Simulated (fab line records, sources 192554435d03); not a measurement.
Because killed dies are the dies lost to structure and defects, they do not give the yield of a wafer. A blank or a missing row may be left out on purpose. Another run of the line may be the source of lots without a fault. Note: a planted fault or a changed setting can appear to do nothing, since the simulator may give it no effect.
A lot that was struck, set against a sound lot + flow n5 finfet + 16 out of 1938 route steps
Sound: wafers L502.2, L502.3, L502.5. Struck: wafers L511.1, L511.2. (L511.6 of the same lot was not struck and is left out.) The cause comes at the end.
Each step with rows lists, per side, the tool, then ch with its chambers, then its first start. Under that, the readings that differ: sound wafers + struck wafers + difference of the means + sigmas: that difference in standard deviations of wafers without a fault.
alike: words and numbers the same on both sides, and readings whose means are apart by under 2 such deviations; not compared: readings that were withheld, readings missing a value for some wafer, numbers with overlapping values and no deviation given by the record, and bounds like >300 which may hide the same value.
Wherever a step has rows on one side only, a row that says differs or no value, or a row with sigmas, the two part there. Numbers that have no deviation but don't overlap get no sigmas and don't part them. A reading missing from all wafers of one side parts the sides only when that side holds two or more wafers.

N5_BEOL_M4_SPUTTER_92: material Cu, target thk 4.5 nm, time 8.29 s.
  sound: pvd sputter-02 at day 10 02:43; struck: pvd sputter-01 at day 12 05:16
  alike: susceptor temp C, throttle valve pct
then, 2 steps without rows for these wafers: N5_BEOL_M4_ANNEAL_93 (time 240 s); N5_BEOL_M4_SPUTTER_94 (material Cu, target thk 4.5 nm, time 8.29 s).
N5_BEOL_M4_ANNEAL_95: time 240 s.
  sound: pvd sputter-02 at day 10 03:01; struck: pvd sputter-01 at day 12 05:34
  alike: heater power w, susceptor temp C
then, 3 steps without rows for these wafers: N5_BEOL_M4_SPUTTER_96 (material Cu, target thk 4.5 nm, time 8.29 s); N5_BEOL_M4_ECD_50 (material Cu, target thk 300 nm); N5_BEOL_M4_ANNEAL_51 (time 90 s).
N5_BEOL_M4_CMP_52: polishes, stops on SiOC, t overpolish 6.8 s, target thk 40 nm.
  sound on cmp-01 ch 0,1, day 10 03:41; struck on cmp-03 ch 0,3, day 12 06:36
  alike: barrier field endpoint s, motor current A, overpolish run s, time to endpoint s
N5_BEOL_M4_THK_MEAS_53: measures by xrf.
  sound: film metro-02 at day 10 03:56; struck: film metro-01 at day 12 06:49
  alike: M4_THK
N5_BEOL_M4_PRE_CLEAN_60: time 15 s.
  sound on cvd co-01 ch 0,1,2, day 10 03:59; struck on cvd co-02 ch 0,1, day 12 06:52
  alike: heater power w
  not compared: susceptor temp C
N5_BEOL_M4_CO_CAP_55: material Co, precursor CCTBA/H2, target thk 2 nm, time 102.1 s.
  sound on cvd co-01 ch 0,1,2, day 10 04:01; struck on cvd co-02 ch 0,1, day 12 06:54
  alike: heater power w, susceptor temp C
then, 1 step without rows for these wafers: N5_BEOL_M4_PRE_CLEAN_56 (time 15 s).
N5_BEOL_M4_DEP_57: deposits SiCN from 3MS/NH3, target thk 8 nm, time 14 s.
  sound on pecvd-02 ch 0,2, day 10 04:08; struck on pecvd-02 ch 1,2, day 12 07:01
| reading                                  | sound             | struck      | difference | sigmas |
|------------------------------------------|-------------------|-------------|------------|--------|
| showerhead plenum p Torr (Torr)          | 3.698 3.634 3.685 | 3.631 3.627 | -0.043     | -2     |
| model.SiCN_of_BEOL_M4_DEP_57.thk nm (nm) | 8 7.8 8           | 7.4 7.4     | -0.5       |        |
  alike: throttle valve pct
N5_BEOL_M4_RS_MEAS_58: measures by four-point-probe.
  sound: film metro-01 at day 10 04:12; struck: film metro-02 at day 12 07:05
  alike: M4_RS
N5_BEOL_M4_RC_MEAS_101:
  sound on prober-01 ch 0, day 10 04:25; struck on prober-01 ch 0, day 12 07:08
  alike: DIBL_N, DIBL_P, IOFF_N, IOFF_P, ION_N, ION_P, SS_N, SS_P, VT_N, VT_P
-- the record jumps here: 4 days lie between the struck wafers' starts before and after (it left off in module BEOL_M4 and takes up again in module PASSIVATION, whose first step shown is number 1936 of the route) --
N5_PASSIVATION_PROBE_49:
  sound: prober-01 at day 14 14:48; struck: prober-01 at day 16 13:35
  alike: defect limited yield, killed_at_M0_to_M3, killed_at_M4_up, killed at contacts, killed at front end, killed at other, killed dies, killed open, killed short, sort_bin_5_function, sort_bin_6_memory, sort_bin_8_speed, sort n pass

WHERE THEY PART
At N5_BEOL_M4_DEP_57 and nowhere else, as far as this record goes. Later steps at which nothing parts them and some readings are alike: N5_BEOL_M4_RS_MEAS_58, N5_BEOL_M4_RC_MEAS_101, N5_PASSIVATION_PROBE_49.

WHY: whatever the simulator had introduced
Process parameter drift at N5_BEOL_M4_DEP_57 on pecvd-02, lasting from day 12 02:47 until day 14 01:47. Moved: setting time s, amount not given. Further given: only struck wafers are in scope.
